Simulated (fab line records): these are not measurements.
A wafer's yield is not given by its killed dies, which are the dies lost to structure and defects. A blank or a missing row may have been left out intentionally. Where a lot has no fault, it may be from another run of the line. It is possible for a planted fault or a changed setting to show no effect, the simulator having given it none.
A struck lot beside a sound one | flow nand harc | 13 steps out of a route of 1302
Sound: the wafers L144.3, L144.5, L144.6. Wafers L149.1, L149.2, L149.4 were the ones struck. The cause is named last.
Each step with rows lists, per side, the tool, then ch with its chambers, then its first start. Under that, the readings that differ: sound wafers | struck wafers | difference of the means | sigmas: that difference in standard deviations of wafers without a fault.
alike: words and numbers the same on both sides, and readings whose means are apart by under 2 such deviations; not compared: readings that were withheld, readings missing a value for some wafer, numbers with overlapping values and no deviation given by the record, and bounds like >300 which may hide the same value.
A row with sigmas, a row that says differs or no value, or rows on one side alone: a step with any of these is where the two part. Non-overlapping numbers with no deviation appear without sigmas and do not part them. A reading that every wafer of one side lacks parts them only if that side has two wafers or more.

NHARC_A_CHANNEL_FILL_D2_ALD_15: deposits SiNx, target thk 2 nm, pulse time 60 s, ald cycles 19.
  sound on ald sin batch-02 ch 0; struck on ald sin batch-03 ch 0
  alike: chamber pressure Torr, precursor pulse height rel
NHARC_A_CHANNEL_FILL_D2_ALD_16: deposits SiO2, target thk 1.5 nm, pulse time 10 s, ald cycles 15.
  sound on ald hk-04 ch 0,2,3, day 14 18:56; struck on ald hk-02 ch 0,2,3, day 16 07:33
  alike: heater power outer w, heater power w, precursor pulse height rel
then, 3 steps without rows for these wafers: NHARC_A_CHANNEL_FILL_D2_ANNEAL_17 (time 1800 s); NHARC_A_CHANNEL_FILL_D2_CVD_18 (deposits poly-Si, target thk 3 nm); NHARC_A_CHANNEL_FILL_D2_ETCHBACK_19 (etches the open film in HBr/Cl2, target depth 5 nm, time 1.7 s).
NHARC_A_CHANNEL_FILL_D2_ETCHBACK_20: etches the open film in C4F8/O2/Ar, target depth 27 nm, time 13.5 s.
  sound on rie diel-05 ch 0,1, day 15 06:24; struck on rie diel-02 ch 0,1,2, day 16 19:03
  alike: chamber pressure mTorr, oes product au, rf vpp V
  not compared: rf hours counter h
NHARC_A_CHANNEL_FILL_D2_STRIP_28: strips in O2, time 20 s.
  sound on rie diel-05 ch 0,1,3, day 15 06:29; struck on rie diel-02 ch 0,1,3, day 16 19:09
  alike: chamber pressure mTorr, drypump motor current A, oes product au, rf vpp V, showerhead plenum p Torr, throttle valve pct
  not compared: rf hours counter h
then, 4 steps without rows for these wafers: NHARC_A_CHANNEL_FILL_D2_PRECLEAN_21 (cleans in dHF, time 30 s); NHARC_A_CHANNEL_FILL_D2_SRD_23; NHARC_A_CHANNEL_FILL_D2_CVD_05 (deposits poly-Si, target thk 5 nm); NHARC_A_CHANNEL_FILL_D2_ANNEAL_22 (time 7200 s).
NHARC_A_CHANNEL_FILL_D2_ALD_25: deposits SiOx, target thk 60 nm, pulse time 10 s, ald cycles 600.
  sound on ald hk-01 ch 0,1, day 15 18:49; struck on ald hk-01 ch 0,1,2, day 17 07:47
  no value came back on the struck wafers for ald cycles, heater power outer w (W), heater power w (W), precursor pulse height rel; on the sound wafers ald cycles reads 600 600 600
NHARC_A_CHANNEL_FILL_D2_ETCHBACK_08: etches the open film in C4F8, target depth 220 nm, time 110 s.
  sound on rie diel-05 ch 0,2,3; struck on rie diel-03 ch 0,2,3
  alike: chamber pressure mTorr, oes product au, rf vpp V
  not compared: rf hours counter h

WHERE THEY PART
Within this record, at NHARC_A_CHANNEL_FILL_D2_ALD_25 only. Later steps at which nothing parts them and some readings are alike: NHARC_A_CHANNEL_FILL_D2_ETCHBACK_08.

WHY: whatever the simulator had introduced
Beginning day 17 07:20, the whole step at NHARC_A_CHANNEL_FILL_D2_ALD_25 was skipped on ald hk-01. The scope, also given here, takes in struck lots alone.
